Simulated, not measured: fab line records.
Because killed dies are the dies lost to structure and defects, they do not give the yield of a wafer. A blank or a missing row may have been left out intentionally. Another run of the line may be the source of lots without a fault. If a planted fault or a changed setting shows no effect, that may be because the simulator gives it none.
Chamber matching	flow n5-finfet	rie-diel-02 running N5_MOL_CONTACT_COAG_CONTACT_ETCH_14: 4 sister chambers
The step etches SiO2 in C4F6/O2, target depth 27.5 nm, overetch 8.5 nm, time 20 s. 16 wafers are shown with their chamber, then 8 later ones without.

== WAFERS WITH THEIR CHAMBER ==
wafer	chamber	showerhead-plenum-p-Torr (Torr)	drypump-motor-current-A (A)	throttle-valve-pct (%)
L081.2	3	2.75	6.4	20.91
L081.3	2	2.86	5.2	21.35
L081.5	1	2.84	5.5	21.51
L084.2	2	2.86	5.2	21.35
L084.4	0	3.07	6.1	20.69
L084.5	2	2.86	5.2	21.34
L085.1	0	3.07	6.1	20.70
L085.3	2	2.86	5.2	21.33
L085.6	0	3.07	6.1	20.70
L087.3	1	2.84	5.5	21.54
L087.4	0	3.07	6.1	20.68
L087.5	2	2.85	5.2	21.35
L090.1	0	3.07	6.1	20.72
L090.2	3	2.75	6.4	20.94
L090.6	2	2.85	5.2	21.36
L093.3	3	2.75	6.3	20.95

SIGNATURES (averages over the wafers above)
reading	chamber 0	chamber 1	chamber 2	chamber 3	scatter within a chamber
showerhead-plenum-p-Torr	3.0700	2.8400	2.8567	2.7500	0.00333
drypump-motor-current-A	6.100	5.500	5.200	6.367	0.0236
throttle-valve-pct	20.6980	21.5250	21.3467	20.9333	0.0151
Rule: for each reading, subtract the chamber's mean from the wafer's reading, divide by that reading's scatter and square the result; add these up over the readings and take the root, which gives the wafer's distance from the chamber. If the next closest chamber is less than 2 further off than the closest, the wafer can't be placed; otherwise it belongs to the closest. How the scatter is found: for the shown wafers, subtract from each reading the mean of its chamber, square and add these, divide the total by (wafers less chambers), then take the root.

== WAFERS WHOSE CHAMBER IS MISSING ==
wafer	showerhead-plenum-p-Torr (Torr)	drypump-motor-current-A (A)	throttle-valve-pct (%)
L093.5	2.85	5.2	21.37
L093.6	2.74	6.4	20.95
L095.1	2.74	6.4	20.95
L095.2	2.83	5.5	21.55
L095.3	2.85	5.1	21.37
L095.4	2.74	6.4	20.94
L095.5	2.85	5.2	21.40
L095.6	2.83	5.5	21.55

== THE CHAMBER EACH PASSED THROUGH ==
wafer	from the rows above	in truth
L093.5	2	2
L093.6	3	3
L095.1	3	3
L095.2	1	1
L095.3	2	2
L095.4	3	3
L095.5	2	2
L095.6	1	1
Placed correctly: 8 of 8. Number that these rows cannot place: 0. Placed wrongly: 0.
